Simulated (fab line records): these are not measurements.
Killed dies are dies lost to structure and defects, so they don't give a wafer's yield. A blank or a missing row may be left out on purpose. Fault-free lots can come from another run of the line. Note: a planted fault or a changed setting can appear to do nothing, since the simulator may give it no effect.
One fault through the eyes of 2 desks / flow nand-harc / every desk sees just its own numbers, and what lay behind them comes last

== METROLOGY DESK ==
Lot by lot, what the gauges showed, no matter which tool ran the lot: averages of those sampled wafers that carry a number. Any lot whose mean is over 4 standard deviations away from the usual mean is out of limits and marked OUT; that distance is given in the brackets.
Columns: A = thk-nm at NHARC_A_BONDPAD_THK_MEAS_20, usual 169.4 nm
lot=L518; first seen here=day 23 08:22; A=170.7
lot=L520; first seen here=day 23 23:37; A=170.5
lot=L519; first seen here=day 24 04:40; A=170.7
lot=L521; first seen here=day 24 05:20; A=171.2
lot=L522; first seen here=day 24 07:22; A=170.2
lot=L531; first seen here=day 28 07:45; A=169.1
lot=L530; first seen here=day 28 16:45; A=168.9
lot=L534; first seen here=day 29 14:59; A=167.5
lot=L535; first seen here=day 29 16:16; A=170.0
lot=L539; first seen here=day 31 10:16; A=168.9
lot=L538; first seen here=day 31 11:32; A=169.6
lot=L540; first seen here=day 32 00:16; A=169.5
Result from this desk: across the 12 lots, nothing is out of limits.

== AT THE TOOL OWNER'S DESK: rie-diel-02 ==
The tool's own readings at NHARC_A_BONDPAD_STRIP_15 (strips in O2): means of the sampled wafers that have a number, for each lot that ran on this tool. Any lot whose mean is over 4 standard deviations away from the usual mean is out of limits and marked OUT; that distance is given in the brackets.
Columns: A = chamber-pressure-mTorr at NHARC_A_BONDPAD_STRIP_15, usual 60.01 mTorr; B = drypump-motor-current-A at NHARC_A_BONDPAD_STRIP_15, usual 5.9 A; C = o2-flow-sccm at NHARC_A_BONDPAD_STRIP_15, usual 499.9 sccm; D = oes-product-au at NHARC_A_BONDPAD_STRIP_15, usual 0.998 a.u.; E = rf-vpp-V at NHARC_A_BONDPAD_STRIP_15, usual 58.0 V; F = showerhead-plenum-p-Torr at NHARC_A_BONDPAD_STRIP_15, usual 3.53 Torr; G = throttle-valve-pct at NHARC_A_BONDPAD_STRIP_15, usual 17.035 %
lot=L519; first seen here=day 24 02:40; A=59.96; B=5.9; C=499.6; D=1.005; E=58.4; F=3.57; G=17.033
lot=L521; first seen here=day 24 03:23; A=60.04; B=6.0; C=500.0; D=1.001; E=58.0; F=3.50; G=17.036
lot=L522; first seen here=day 24 05:25; A=60.01; B=6.0; C=499.3; D=0.993; E=58.6; F=3.59; G=17.025
lot=L531; first seen here=day 28 05:47; A=60.08; B=5.9; C=500.5; D=0.995; E=58.3; F=3.48; G=17.044
lot=L530; first seen here=day 28 14:48; A=60.06; B=6.0; C=499.2; D=0.992; E=58.2; F=3.59; G=17.038
lot=L534; first seen here=day 29 13:02; A=60.01; B=5.9; C=499.6; D=0.992; E=57.8; F=3.39; G=17.033
lot=L535; first seen here=day 29 14:16; A=60.03; B=5.9; C=499.9; D=0.999; E=57.9; F=3.38; G=17.030
Result from this desk: across the 7 lots, nothing is out of limits.

== ALL TOGETHER ==
At the metrology desk, nothing out of limits was observed.
The tool owner's desk saw nothing out of limits.

== WHAT THE SIMULATOR HAD INSERTED ==
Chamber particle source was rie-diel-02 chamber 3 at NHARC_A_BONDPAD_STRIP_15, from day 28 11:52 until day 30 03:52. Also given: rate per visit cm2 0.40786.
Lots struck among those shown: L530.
